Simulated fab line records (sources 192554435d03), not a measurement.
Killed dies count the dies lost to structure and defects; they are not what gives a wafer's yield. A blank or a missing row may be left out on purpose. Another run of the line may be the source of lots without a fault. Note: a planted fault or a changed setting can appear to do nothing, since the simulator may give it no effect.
fab line records	flow n5-finfet
record lots=7	wafers=21
route steps=1938 shown BEOL_M0_SAQP@676 BEOL_M0_CUTY@713 BEOL_M0@715 BEOL_M1@755 BEOL_M3@934
start-h: the number of hours between the record's first day and the start of the first shown wafer of the lot	wait-h: how many hours have passed since the lot's step before this one	" identical to the entry in the row above	L1.1+2: a row that stands for several wafers	- no value present, or no start provided	* or withheld: withheld	< > ~ a bound
route shown NAME@n: NAME is a module with steps in the file, n the number in the route of the first one	usual: mean/standard deviation of fault-free wafers	same: alike in all rows	chamber/n: place in a boat	sites: readings site by site	_std_site: how widely they spread, as a standard deviation	_edge_site: mean of outer sites minus mean of inner sites	radius-mm: for every site, how far away it sits from the centre of the wafer	mask NAME#n: copy n	behind: tool/chamber where the wafer was last shaped	hold: the reason the lot was held/the length of the hold in hours/how it ended	device: the transistor (n, p or np) that didn't switch	end of line: tests of these same wafers at the route's end	for a step that has no rows: nothing shown but its recipe	killed: dies that structure and defects cost at the first sort, which is not the same as the wafer's yield	map: the dies of a wafer, with x for killed, . for not killed, _ for no die there
set.NAME: setting as actually run; set.NAME@STEP: the setting as run at that earlier step	model.NAME: the simulator's own value behind a step, which no gauge read
lots whose settings were changed on purpose; a table a step, a row a wafer
## steps
# step N5_BEOL_M0_SAQP_SPACER2_ALD_26
# recipe material=SiO2	target-thk-a=150	temp-c=300	ald-precursor-family=BDEAS	ald-co-reactant=O2-plasma	pulse-time-s=1	purge-time-s=2	co-reactant-purge-time-s=2	pressure-torr=2
lot.wafer	tool	chamber	start-h	wait-h	set.target-thk-a	model.SiO2_of_BEOL_M0_SAQP_SPACER2_ALD_26.thk-nm
L074.3+6	ald-sin-04	2,3	109.85	0.1	150	15
L074.5	"	2	"	"	140.8	14.2
L077.1	ald-sin-04	3	130.12	0.1	150	15.2
L077.4+5	"	1,2	"	"	150	15
L086.1+3	ald-sin-04	3,1	184.60	3.5	150	15
L086.6	"	1	"	"	138.8	13.8
L087.1	ald-sin-02	0	190.51	1.8	143.8	14.4
L087.2	"	1	"	"	150	15
L087.6	"	2	"	"	143.8	14.2
L091.3	ald-sin-04	1	208.77	0.3	150	15
L091.4	"	3	"	"	150	15.2
L091.6	"	3	"	"	160.9	16.2
L093.1+2	ald-sin-04	0,3	222.79	0.1	156.5	15.6
L093.4	"	2	"	"	150	15
L094.2+4	ald-sin-02	1,3	227.71	0.1	150	15
L094.6	"	0	"	"	169.9	17
# step N5_BEOL_M0_SAQP_SPACER2_ETCHBACK_27
# recipe chemistry=CHF3/O2	mode=anisotropic-etchback	target=SiO2	target-depth-a=225	time-s=11.25	pressure-mtorr=30	source-w=650	bias-w=170	Ar_flow_sccm=200	CHF3_flow_sccm=50	O2_flow_sccm=5	ion-energy-ev=200
# step N5_BEOL_M0_SAQP_MANDREL2_REMOVE_110
# recipe chemistry=HBr/Cl2/O2	bt-time-s=10	target=a-Si	stop-on=SiCN	endpoint=OES-SiCl	over-etch-frac=1	icp-w=600	bias-w=30	HBr_flow_sccm=150	Cl2_flow_sccm=80	O2_flow_sccm=5	pressure-mtorr=10
lot.wafer	tool	chamber	start-h	wait-h	set.target-thk-a@BEOL_M0_SAQP_SPACER2_ALD_26	model.BEOL_M0_SAQP.cd-nm
L074.3+6	rie-si-05	1	110.49	0.1	150	15
L074.5	"	2	"	"	140.8	14.2
L077.1+5	rie-si-02	2	130.76	0.1	150	15.2
L077.4	"	3	"	"	150	15
L086.1+3	rie-si-05	2,1	185.23	0.1	150	15
L086.6	"	3	"	"	138.8	13.8
L087.1+6	rie-si-04	1,0	191.15	0.1	143.8	14.4
L087.2	"	3	"	"	150	15
L091.3	rie-si-05	2	209.41	0.1	150	15.2
L091.4	"	0	"	"	150	15
L091.6	"	0	"	"	160.9	16.2
L093.1	rie-si-02	0	223.43	0.1	156.5	15.6
L093.2	"	3	"	"	156.5	15.8
L093.4	"	1	"	"	150	15
L094.2	rie-si-02	2	228.35	0.1	150	15.2
L094.4	"	1	"	"	150	15
L094.6	"	2	"	"	169.9	17
# step N5_BEOL_M0_SAQP_CD_MEAS_29
# recipe target-cd-nm=14.4	landing-energy-ev=1000	detector=se-inlens
# usual cd-nm=15.02/0.23
lot.wafer	tool	chamber	start-h	wait-h	set.target-thk-a@BEOL_M0_SAQP_SPACER2_ALD_26	cd-nm
L074.3	cd-sem-02	0	110.60	0.1	150	15.05
L074.5	"	0	"	"	140.8	14.41
L074.6	"	0	"	"	150	15.01
L077.1	cd-sem-02	0	130.87	0.1	150	15.55
L077.4	"	0	"	"	150	15.04
L077.5	"	0	"	"	150	14.96
L086.1	cd-sem-02	0	185.34	0.1	150	14.76
L086.3	"	0	"	"	150	14.86
L086.6	"	0	"	"	138.8	13.56
L087.1	cd-sem-01	0	191.26	0.1	143.8	14.03
L087.2	"	0	"	"	150	15.23
L087.6	"	0	"	"	143.8	14.28
L091.3	cd-sem-01	0	209.52	0.1	150	15.32
L091.4	"	0	"	"	150	15.75
L091.6	"	0	"	"	160.9	16.42
L093.1	cd-sem-01	0	223.54	0.1	156.5	15.47
L093.2	"	0	"	"	156.5	15.75
L093.4	"	0	"	"	150	15.16
L094.2	cd-sem-01	0	228.46	0.1	150	15.37
L094.4	"	0	"	"	150	14.73
L094.6	"	0	"	"	169.9	16.96
# step N5_BEOL_M0_SAQP_COAT_87
# recipe resist=underlayer	temp-c=205	time-s=60	spin-rpm=1500	resist-thk-nm=5
lot.wafer	tool	chamber	start-h	wait-h	set.temp-c
L074.3+5+6	litho-track-04	0	-	-	205
L077.1+4+5	litho-track-03	0	-	-	205
L086.1+3+6	litho-track-04	0	-	-	205
L087.1+2	litho-track-04	0	-	-	205
L087.6	"	0	"	"	212.1
L091.3+4	litho-track-04	0	-	-	205
L091.6	"	0	"	"	198.2
L093.1	litho-track-04	0	-	-	205
L093.2+4	"	0	"	"	202.7
L094.2+4+6	litho-track-03	0	-	-	205
# step N5_BEOL_M0_SAQP_COAT_34
# recipe resist=CAR-EUV	spin-rpm=1500	resist-thk-nm=30
# step N5_BEOL_M0_SAQP_EBR_36
# recipe solvent=PGMEA	ebr-width-mm=1.5
# step N5_BEOL_M0_CUTY_ETCH_63
# recipe chemistry=N2/H2	target=SOC	target-depth-a=827	overetch-a=165	mask-material=SiARC	temp-c=40	ion-energy-ev=200	time-s=124	pressure-mtorr=30	source-w=840	bias-w=150	n2-flow-sccm=200	h2-flow-sccm=200
# step N5_BEOL_M0_CUTY_STRIP_64
# recipe chemistry=N2/H2	temp-c=40	n2-flow-sccm=200	h2-flow-sccm=200	rf-frequency-hz=6e+07
# step N5_BEOL_M0_ETCH_138
# recipe chemistry=CH3F/O2	target-depth-a=120	target=SiCN	time-s=31.6	ion-energy-ev=120	pressure-mtorr=30	source-w=395	bias-w=75	Ar_flow_sccm=150	CH3F_flow_sccm=30	O2_flow_sccm=20	ends=cleared
lot.wafer	tool	chamber	start-h	wait-h	set.target-thk-a@BEOL_M0_SAQP_SPACER2_ALD_26	model.SiO2_of_BEOL_M0_SAQP_SPACER2_ALD_26.thk-nm
L074.3+6	rie-diel-02	2,3	112.62	0.0	150	5.2
L074.5	"	2	"	"	140.8	4.2
L077.1	rie-diel-02	2	132.90	0.0	150	5.2
L077.4+5	"	3	"	"	150	5
L086.1+3	rie-diel-02	3,0	187.48	0.0	150	5
L086.6	"	3	"	"	138.8	3.8
L087.1	rie-diel-02	3	194.25	0.0	143.8	4.6
L087.2	"	2	"	"	150	5
L087.6	"	2	"	"	143.8	4.4
L091.3+4	rie-diel-02	2,3	211.57	0.0	150	5.2
L091.6	"	2	"	"	160.9	6.2
L093.1+2	rie-diel-02	2,1	226.34	0.0	156.5	5.8
L093.4	"	2	"	"	150	5
L094.2+4	rie-diel-02	2,1	230.91	0.0	150	5.2
L094.6	"	2	"	"	169.9	7
# step N5_BEOL_M1_COAT_61
# recipe resist=SOC	temp-c=250	time-s=60	spin-rpm=1500	resist-thk-nm=60
lot.wafer	tool	chamber	start-h	wait-h	set.spin-rpm	model.SOC_of_BEOL_M1_COAT_61.thk-nm
L074.3	litho-track-04	0	120.88	0.1	1397	62
L074.5	"	0	"	"	1397	62.4
L074.6	"	0	"	"	1500	60.2
L077.1	litho-track-01	0	138.82	0.1	1500	60.2
L077.4	"	0	"	"	1500	60.4
L077.5	"	0	"	"	1500	60
L086.1+6	litho-track-01	0	198.64	0.1	1500	60.2
L086.3	"	0	"	"	1500	60
L087.1	litho-track-01	0	202.24	0.1	1649	57
L087.2+6	"	0	"	"	1500	59.8
L091.3	litho-track-04	0	218.63	0.1	1500	60.2
L091.4+6	"	0	"	"	1559	59.2
L093.1	litho-track-04	0	233.83	0.1	1500	59.8
L093.2	"	0	"	"	1339	63.6
L093.4	"	0	"	"	1339	63.2
L094.2	litho-track-04	0	237.24	0.1	1548	59.2
L094.4	"	0	"	"	1548	59
L094.6	"	0	"	"	1500	60
# step N5_BEOL_M1_COAT_62
# recipe resist=SiARC	temp-c=220	time-s=60	spin-rpm=1500	resist-thk-nm=12
lot.wafer	tool	chamber	start-h	wait-h	set.spin-rpm	model.SiARC_of_BEOL_M1_COAT_62.thk-nm
L074.3+6	litho-track-04	0	-	-	1500	12
L074.5	"	0	"	"	1629	11.6
L077.1+4+5	litho-track-01	0	-	-	1500	12
L086.1+3+6	litho-track-01	0	-	-	1500	12
L087.1+6	litho-track-01	0	-	-	1401	12.4
L087.2	"	0	"	"	1500	12
L091.3+4+6	litho-track-04	0	-	-	1500	12
L093.1+2+4	litho-track-04	0	-	-	1500	12
L094.2+6	litho-track-04	0	-	-	1629	11.6
L094.4	"	0	"	"	1500	12
# step N5_BEOL_M1_COAT_73
# recipe resist=underlayer	temp-c=205	time-s=60	spin-rpm=1500	resist-thk-nm=5
# step N5_BEOL_M1_COAT_05
# recipe resist=CAR-EUV	spin-rpm=1500	resist-thk-nm=30
# step N5_BEOL_M1_DESCUM_16
# recipe chemistry=O2	time-s=7	source-power-w=50	bias-power-w=20	pressure-mtorr=20	rf-frequency-hz=2.712e+07	temp-c=40	resist=CAR-EUV	o2-flow-sccm=225
# step N5_BEOL_M1_ETCH_74
# recipe chemistry=N2/H2	target=underlayer	target-depth-a=65	mask-material=CAR-EUV	time-s=5.2	ion-energy-ev=200	pressure-mtorr=30	source-w=840	bias-w=150	n2-flow-sccm=200	h2-flow-sccm=200	ends=cleared
# step N5_BEOL_M1_ETCH_63
# recipe chemistry=CF4	target=SiARC	target-depth-a=156	mask-material=CAR-EUV	time-s=26	ion-energy-ev=80	pressure-mtorr=40	source-w=545	bias-w=36	Ar_flow_sccm=100	cf4-flow-sccm=100	ends=cleared
lot.wafer	tool	chamber	start-h	wait-h	set.spin-rpm@BEOL_M1_COAT_62	model.CAR-EUV_of_BEOL_M1_COAT_05.thk-nm	model.etch.depth-nm
L074.3	rie-diel-05	3	121.32	0.0	1500	11.2	12
L074.5	"	2	"	"	1629	11.6	11.53
L074.6	"	3	"	"	1500	11	12.02
L077.1	rie-diel-03	1	139.26	0.0	1500	11.2	12
L077.4	"	1	"	"	1500	11.2	12.04
L077.5	"	3	"	"	1500	11	12.02
L086.1	rie-diel-05	0	199.73	0.0	1500	11	12.07
L086.3	"	3	"	"	1500	11	12.05
L086.6	"	0	"	"	1500	11.2	12
L087.1	rie-diel-03	0	202.99	0.0	1401	11	12.4
L087.2	"	1	"	"	1500	11.4	11.99
L087.6	"	2	"	"	1401	11	12.39
L091.3+6	rie-diel-05	1,2	219.07	0.0	1500	11.2	12.02
L091.4	"	0	"	"	1500	11.2	12.04
L093.1	rie-diel-03	3	234.65	0.0	1500	11	12.06
L093.2	"	0	"	"	1500	11	12.04
L093.4	"	1	"	"	1500	11	12.05
L094.2+6	rie-diel-05	0,2	237.80	0.0	1629	11.6	11.55
L094.4	"	1	"	"	1500	11.2	12
# step N5_BEOL_M1_ETCH_64
# recipe chemistry=N2/H2	target=SOC	target-depth-a=750	overetch-a=150	mask-material=SiARC	temp-c=40	time-s=112.5	ion-energy-ev=200	pressure-mtorr=30	source-w=840	bias-w=150	n2-flow-sccm=200	h2-flow-sccm=200
lot.wafer	tool	chamber	start-h	wait-h	set.spin-rpm@BEOL_M1_COAT_61	model.etch.depth-nm
L074.3	rie-diel-05	3	121.35	0.0	1397	62.07
L074.5	"	2	"	"	1397	62.36
L074.6	"	3	"	"	1500	60.19
L077.1	rie-diel-03	1	139.28	0.0	1500	60.27
L077.4	"	1	"	"	1500	60.42
L077.5	"	3	"	"	1500	60.05
L086.1	rie-diel-05	0	199.76	0.0	1500	60.13
L086.3	"	3	"	"	1500	60.02
L086.6	"	0	"	"	1500	60.15
L087.1	rie-diel-03	0	203.02	0.0	1649	57.02
L087.2	"	1	"	"	1500	59.76
L087.6	"	2	"	"	1500	59.8
L091.3	rie-diel-05	1	219.10	0.0	1500	60.28
L091.4	"	0	"	"	1559	59.12
L091.6	"	2	"	"	1559	59.18
L093.1	rie-diel-03	3	234.68	0.0	1500	59.74
L093.2	"	0	"	"	1339	63.65
L093.4	"	1	"	"	1339	63.29
L094.2	rie-diel-05	0	237.83	0.0	1548	59.23
L094.4	"	1	"	"	1548	59.05
L094.6	"	2	"	"	1500	60.09
# step N5_BEOL_M3_HM_DEP_02
# recipe material=TiN	target-thk-a=200	temp-c=25	chamber-pressure-pa=0.49996
lot.wafer	tool	chamber	start-h	wait-h	set.target-thk-a	model.TiN_of_BEOL_M3_HM_DEP_02.thk-nm
L074.3	pvd-sputter-02	-	142.46	0.0	200	19.8
L074.5+6	"	-	"	"	190.3	19
L077.1+5	pvd-sputter-02	-	157.17	0.6	200	19.6
L077.4	"	-	"	"	200	19.8
L086.1	pvd-sputter-02	-	224.40	0.0	200	20.2
L086.3	"	-	"	"	200	20
L086.6	"	-	"	"	207	21
L087.1+6	pvd-sputter-02	-	230.12	2.3	200	19.8
L087.2	"	-	"	"	176.9	17.4
L091.3	pvd-sputter-03	-	255.96	1.0	200	20.2
L091.4	"	-	"	"	200	19.8
L091.6	"	-	"	"	222.5	22.4
L093.1+2	pvd-sputter-02	-	261.38	1.2	223.8	22.2
L093.4	"	-	"	"	200	19.8
L094.2+4+6	pvd-sputter-02	-	266.65	3.1	219.9	21.6
# step N5_BEOL_M3_COAT_62
# recipe resist=SiARC	temp-c=220	time-s=60	spin-rpm=1500	resist-thk-nm=12
lot.wafer	tool	chamber	start-h	wait-h	set.spin-rpm	model.SiARC_of_BEOL_M3_COAT_62.thk-nm
L074.3	litho-track-01	0	-	-	1500	12
L074.5+6	"	0	"	"	1638	11.4
L077.1+4+5	litho-track-05	0	-	-	1500	12
L086.1+6	litho-track-05	0	-	-	1562	11.8
L086.3	"	0	"	"	1500	12
L087.1+2	litho-track-05	0	-	-	1500	12
L087.6	"	0	"	"	1349	12.6
L091.3	litho-track-05	0	-	-	1500	12.2
L091.4+6	"	0	"	"	1627	11.6
L093.1	litho-track-01	0	-	-	1589	11.8
L093.2+4	"	0	"	"	1500	12
L094.2+4+6	litho-track-05	0	-	-	1500	12
# step N5_BEOL_M3_COAT_73
# recipe resist=underlayer	temp-c=205	time-s=60	spin-rpm=1500	resist-thk-nm=5
# step N5_BEOL_M3_COAT_05
# recipe resist=CAR-EUV	spin-rpm=1500	resist-thk-nm=30
# step N5_BEOL_M3_DESCUM_16
# recipe chemistry=O2	time-s=7	source-power-w=50	bias-power-w=20	pressure-mtorr=20	rf-frequency-hz=2.712e+07	temp-c=40	resist=CAR-EUV	o2-flow-sccm=225
# step N5_BEOL_M3_ETCH_74
# recipe chemistry=N2/H2	target=underlayer	target-depth-a=65	mask-material=CAR-EUV	time-s=5.2	ion-energy-ev=200	pressure-mtorr=30	source-w=840	bias-w=150	n2-flow-sccm=200	h2-flow-sccm=200	ends=cleared
# step N5_BEOL_M3_ETCH_63
# recipe chemistry=CF4	target=SiARC	target-depth-a=156	mask-material=CAR-EUV	time-s=26	ion-energy-ev=80	pressure-mtorr=40	source-w=545	bias-w=36	Ar_flow_sccm=100	cf4-flow-sccm=100	ends=cleared
lot.wafer	tool	chamber	start-h	wait-h	set.spin-rpm@BEOL_M3_COAT_62	model.etch.depth-nm	model.CAR-EUV_of_BEOL_M3_COAT_05.thk-nm
L074.3	rie-diel-03	1	143.52	0.0	1500	11.97	11.2
L074.5	"	1	"	"	1638	11.48	11.6
L074.6	"	0	"	"	1638	11.47	11.6
L077.1+4	rie-diel-03	3,1	157.73	0.0	1500	12.08	11.2
L077.5	"	0	"	"	1500	12.04	11.2
L086.1	rie-diel-05	2	224.96	0.0	1562	11.8	11.2
L086.3	"	0	"	"	1500	12.04	11.2
L086.6	"	1	"	"	1562	11.79	11.2
L087.1	rie-diel-05	1	230.72	0.0	1500	11.96	11.2
L087.2	"	3	"	"	1500	12	11.2
L087.6	"	2	"	"	1349	12.63	10.6
L091.3	rie-diel-05	0	256.55	0.0	1500	12.1	11.2
L091.4	"	2	"	"	1627	11.62	11.6
L091.6	"	1	"	"	1627	11.6	11.4
L093.1	rie-diel-05	2	261.94	0.0	1589	11.7	11.4
L093.2	"	3	"	"	1500	12.03	11.2
L093.4	"	0	"	"	1500	12.01	11.2
L094.2+4	rie-diel-04	0,2	267.40	0.0	1500	12	11.2
L094.6	"	0	"	"	1500	12.06	11.2
# step N5_BEOL_M3_ETCH_64
# recipe chemistry=N2/H2	target=SOC	target-depth-a=750	overetch-a=150	mask-material=SiARC	temp-c=40	time-s=112.5	ion-energy-ev=200	pressure-mtorr=30	source-w=840	bias-w=150	n2-flow-sccm=200	h2-flow-sccm=200
# step N5_BEOL_M3_STRIP_65
# recipe chemistry=N2/H2	temp-c=40	n2-flow-sccm=200	h2-flow-sccm=200	rf-frequency-hz=6e+07
# step N5_BEOL_M3_STRIP_75
# recipe chemistry=N2/H2	temp-c=40	n2-flow-sccm=200	h2-flow-sccm=200	rf-frequency-hz=6e+07
# step N5_BEOL_M3_STRIP_66
# recipe chemistry=CF4	resist=SiARC	power-w=300	bias-power-w=75	pressure-mtorr=50	cf4-flow-sccm=150	rf-frequency-hz=6e+07
# step N5_BEOL_M3_HM_OPEN_17
# recipe chemistry=Cl2/BCl3	target-depth-a=200	overetch-a=60	target=TiN	mask-material=SOC	ion-energy-ev=150	pressure-mtorr=10	icp-w=1000	bias-w=126	Cl2_flow_sccm=53.25	bcl3-flow-sccm=21.75	Ar_flow_sccm=25
lot.wafer	tool	chamber	start-h	wait-h	set.target-thk-a@BEOL_M3_HM_DEP_02	model.etch.depth-nm
L074.3	rie-metal-03	0	143.78	0.1	200	19.88
L074.5	"	0	"	"	190.3	18.97
L074.6	"	0	"	"	190.3	19
L077.1	rie-metal-01	0	157.93	0.0	200	19.59
L077.4	"	1	"	"	200	19.87
L077.5	"	1	"	"	200	19.65
L086.1	rie-metal-03	1	225.15	0.0	200	20.23
L086.3	"	1	"	"	200	19.96
L086.6	"	1	"	"	207	21.09
L087.1	rie-metal-01	0	230.92	0.0	200	19.77
L087.2	"	1	"	"	176.9	17.48
L087.6	"	1	"	"	200	19.74
L091.3	rie-metal-03	0	256.78	0.1	200	20.2
L091.4	"	1	"	"	200	19.86
L091.6	"	0	"	"	222.5	22.36
L093.1	rie-metal-02	0	262.14	0.0	223.8	22.2
L093.2	"	1	"	"	223.8	22.18
L093.4	"	0	"	"	200	19.73
L094.2	rie-metal-03	1	267.60	0.0	219.9	21.51
L094.4	"	1	"	"	219.9	21.65
L094.6	"	1	"	"	219.9	21.64
# step N5_BEOL_M3_STRIP_19
# recipe chemistry=O2	power-w=400	temp-c=40	pressure-mtorr=30	rf-frequency-hz=6e+07	bias-power-w=0	overash-fraction=0.2	o2-flow-sccm=225
# step N5_BEOL_M3_STRIP_83
# recipe chemistry=C4F6/O2	resist=SiARC	rf-frequency-hz=6e+07
# step N5_BEOL_M3_STRIP_36
# recipe chemistry=N2/H2	power-w=450	temp-c=40	pressure-mtorr=20	rf-frequency-hz=6e+07	overash-fraction=0.3	bias-power-w=7	h2-frac=0.5	n2-flow-sccm=200	h2-flow-sccm=200
# step N5_BEOL_M3_TRENCH_ETCH_37
# recipe chemistry=C4F6/O2	target-depth-a=555.55	target=SiOC	time-s=29.2	ion-energy-ev=250	pressure-mtorr=30	source-w=355	bias-w=185	Ar_flow_sccm=300	C4F6_flow_sccm=10	O2_flow_sccm=10
lot.wafer	tool	chamber	start-h	wait-h	set.target-thk-a@BEOL_M3_HM_DEP_02	model.TiN_of_BEOL_M3_HM_DEP_02.thk-nm
L074.3	rie-diel-05	1	-	-	200	17.6
L074.5+6	"	3,0	"	"	190.3	16.6
L077.1	rie-diel-03	3	-	-	200	17.2
L077.4+5	"	1,3	"	"	200	17.4
L086.1	rie-diel-05	0	-	-	200	18
L086.3	"	3	"	"	200	17.6
L086.6	"	1	"	"	207	18.8
L087.1+6	rie-diel-04	1,0	-	-	200	17.4
L087.2	"	2	"	"	176.9	15.2
L091.3	rie-diel-03	0	-	-	200	17.8
L091.4	"	2	"	"	200	17.6
L091.6	"	2	"	"	222.5	20
L093.1+2	rie-diel-03	0,1	-	-	223.8	19.8
L093.4	"	2	"	"	200	17.4
L094.2+4	rie-diel-04	0	-	-	219.9	19.2
L094.6	"	1	"	"	219.9	19.4
# step N5_BEOL_M3_DEP_57
# recipe material=SiCN	target-thk-a=80	temp-c=withheld	precursor=3MS/NH3	pressure-torr=3	rf-w=202	time-s=14
lot.wafer	tool	chamber	start-h	wait-h	set.time-s	model.SiCN_of_BEOL_M3_DEP_57.thk-nm
L074.3+6	pecvd-02	0,1	152.92	0.0	15.82	9
L074.5	"	0	"	"	14	8.4
L077.1	pecvd-01	0	168.66	0.0	14	8
L077.4+5	"	1,2	"	"	14	8.2
L086.1+3+6	pecvd-04	0,2,0	244.07	0.0	14	8
L087.1+2	pecvd-04	0,1	245.40	0.0	14	8
L087.6	"	2	"	"	14	8.2
L091.3	pecvd-04	2	270.76	0.0	14	8.2
L091.4	"	0	"	"	13.07	7.8
L091.6	"	1	"	"	14	8.4
L093.1	pecvd-04	0	277.37	0.0	14	8
L093.2+4	"	1,0	"	"	14	8.2
L094.2+6	pecvd-04	2,1	279.20	0.0	14	8.2
L094.4	"	2	"	"	14	8.4
## key
split step=N5_BEOL_M0_SAQP_SPACER2_ALD_26	setting=target-thk-a	stated=150	by=wafer
response step=N5_BEOL_M0_SAQP_SPACER2_ALD_26	reading=model.SiO2_of_BEOL_M0_SAQP_SPACER2_ALD_26.thk-nm	change=+0.151	per=1%	r=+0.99
response step=N5_BEOL_M0_SAQP_MANDREL2_REMOVE_110	reading=model.BEOL_M0_SAQP.cd-nm	change=+0.147	per=1%	r=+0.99
response step=N5_BEOL_M0_SAQP_CD_MEAS_29	reading=cd-nm	change=+0.143	per=1%	r=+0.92
response step=N5_BEOL_M0_ETCH_138	reading=model.SiO2_of_BEOL_M0_SAQP_SPACER2_ALD_26.thk-nm	change=+0.145	per=1%	r=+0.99
split step=N5_BEOL_M0_SAQP_COAT_87	setting=temp-c	stated=205	by=wafer
response none clear
split step=N5_BEOL_M1_COAT_61	setting=spin-rpm	stated=1500	by=wafer
response step=N5_BEOL_M1_COAT_61	reading=model.SOC_of_BEOL_M1_COAT_61.thk-nm	change=-0.303	per=1%	r=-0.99
response step=N5_BEOL_M1_ETCH_64	reading=model.etch.depth-nm	change=-0.31	per=1%	r=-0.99
split step=N5_BEOL_M1_COAT_62	setting=spin-rpm	stated=1500	by=wafer
response step=N5_BEOL_M1_COAT_62	reading=model.SiARC_of_BEOL_M1_COAT_62.thk-nm	change=-0.0497	per=1%	r=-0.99
response step=N5_BEOL_M1_ETCH_63	reading=model.CAR-EUV_of_BEOL_M1_COAT_05.thk-nm	change=+0.0542	per=1%	r=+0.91
response step=N5_BEOL_M1_ETCH_63	reading=model.etch.depth-nm	change=-0.0559	per=1%	r=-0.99
split step=N5_BEOL_M3_HM_DEP_02	setting=target-thk-a	stated=200	by=wafer
response step=N5_BEOL_M3_HM_DEP_02	reading=model.TiN_of_BEOL_M3_HM_DEP_02.thk-nm	change=+0.206	per=1%	r=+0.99
response step=N5_BEOL_M3_HM_OPEN_17	reading=model.etch.depth-nm	change=+0.205	per=1%	r=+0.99
response step=N5_BEOL_M3_TRENCH_ETCH_37	reading=model.TiN_of_BEOL_M3_HM_DEP_02.thk-nm	change=+0.202	per=1%	r=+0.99
split step=N5_BEOL_M3_COAT_62	setting=spin-rpm	stated=1500	by=wafer
response step=N5_BEOL_M3_COAT_62	reading=model.SiARC_of_BEOL_M3_COAT_62.thk-nm	change=-0.0602	per=1%	r=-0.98
response step=N5_BEOL_M3_ETCH_63	reading=model.etch.depth-nm	change=-0.0584	per=1%	r=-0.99
response step=N5_BEOL_M3_ETCH_63	reading=model.CAR-EUV_of_BEOL_M3_COAT_05.thk-nm	change=+0.0434	per=1%	r=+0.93
split step=N5_BEOL_M3_DEP_57	setting=time-s	stated=14	by=wafer
response step=N5_BEOL_M3_DEP_57	reading=model.SiCN_of_BEOL_M3_DEP_57.thk-nm	change=+0.0522	per=1%	r=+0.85
